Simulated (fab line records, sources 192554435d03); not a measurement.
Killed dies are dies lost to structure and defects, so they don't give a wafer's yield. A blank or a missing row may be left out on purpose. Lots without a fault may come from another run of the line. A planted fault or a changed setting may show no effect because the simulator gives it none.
Problem report in the 8D (eight disciplines) form, filled by code | flow n5_finfet | the parts of the form that need people (team, actions taken, sign-off) are left out

1. THE PROBLEM
killed_at_M0_to_M3 at N5_PASSIVATION_PROBE_49 reads a mean of 142 on 4 wafers of 2 lots; wafers without a fault read 34 with a standard deviation of 9.1. That is +12 standard deviations from the usual mean.
First seen on wafer L297.3, day 17 21:20, on prober-01. The record holds 18 wafers of 6 lots with a number at this step. Rule for "out", or "out of limits": more than 4 standard deviations from the usual mean. The other wafers with a number count as sound.

2. WHAT IT IS AND WHAT IT IS NOT
question                    | is                                                                                 | is not
which readings at this step | killed_at_M0_to_M3, defect_limited_yield, killed_dies, sort_n_pass, sort_yield_pct | killed_at_M4_up, killed_at_contacts, killed_at_front_end, killed_at_other, killed_open, killed_short, sort_bin_4_leakage
which lots                  | L297, L298                                                                         | L286, L289, L290, L291
which wafers of those lots  | L297.3, L297.5, L298.2, L298.5                                                     | L297.4, L298.3
read on which tools         | prober-01, prober-02                                                               | -
when                        | from day 17 21:20                                                                  | up to then (12 sound wafers); but 2 sound wafers of L297, L298 came after

3. SUSPECTS, AND WHAT RULES EACH OUT
Counting: a tool at a process step up to the reading stays a suspect if it ran every lot that is out. Sound lots after the first of them don't rule it out here, since some wafers of a struck lot are sound.
- pvd_sputter-01 at N5_BEOL_M3_SPUTTER_48 (material Cu, target thk 4.5 nm, time 8.29 s): kept. It ran every lot that is out, first L297 (day 11 15:28); its last sound lot up to then is L291 (day 10 09:11).
- rie_diel-04 at N5_PASSIVATION_ETCH_54 (etches SiO2 in CHF3/O2, target depth 880 nm, time 440 s): kept. It ran every lot that is out, first L297 (day 17 18:28); its last sound lot up to then is L289 (day 17 04:22).
Left after counting: pvd_sputter-01 at N5_BEOL_M3_SPUTTER_48, rie_diel-04 at N5_PASSIVATION_ETCH_54.

4. THE CAUSE (what the simulator had put in)
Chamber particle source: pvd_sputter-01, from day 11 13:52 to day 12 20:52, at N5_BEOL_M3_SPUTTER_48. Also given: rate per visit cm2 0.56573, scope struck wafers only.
Counting left 2 suspects, and this tool is among them.

5. THE CHAIN OF EFFECTS, in route order
Each row: a reading whose mean over the struck wafers that have a number lies more than 3 standard deviations from the usual. Only readings for which the record gives a usual standard deviation are gone through. hours: the time from each lot's start at the first step in this table that gives one to its start at this step, as a median over the lots. sigmas: the change in usual standard deviations.
hours | step                    | reading              | usual  | on struck wafers | change | sigmas
0     | N5_PASSIVATION_PROBE_49 | defect_limited_yield | 91.4 % | 84.0             | -7.5   | -5.3
0     | N5_PASSIVATION_PROBE_49 | killed_at_M0_to_M3   | 34     | 142              | +108   | +12
0     | N5_PASSIVATION_PROBE_49 | killed_dies          | 102    | 190              | +88    | +5.1
0     | N5_PASSIVATION_PROBE_49 | sort_bin_5_function  | 5.1 %  | 9.9              | +4.8   | +4.8
0     | N5_PASSIVATION_PROBE_49 | sort_n_pass          | 1076   | 990              | -86    | -4.5
0     | N5_PASSIVATION_PROBE_49 | sort_yield_pct       | 91.2 % | 84.0             | -7.2   | -4.5
The process steps in it:
- N5_PASSIVATION_PROBE_49

6. WHAT WOULD HAVE CAUGHT IT SOONER
In this record the first reading out of limits was taken at day 17 21:20, 151 hours after the fault began at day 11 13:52.
Of the tool readings at N5_BEOL_M3_SPUTTER_48 for which the record gives a usual standard deviation, none was out on any struck wafer, so an alarm limit of 4 standard deviations on them would not have fired.
All the lots that are out (2) had begun N5_BEOL_M3_SPUTTER_48 on pvd_sputter-01 by day 17 21:20. A hold on the tool at that time would have spared none of them.
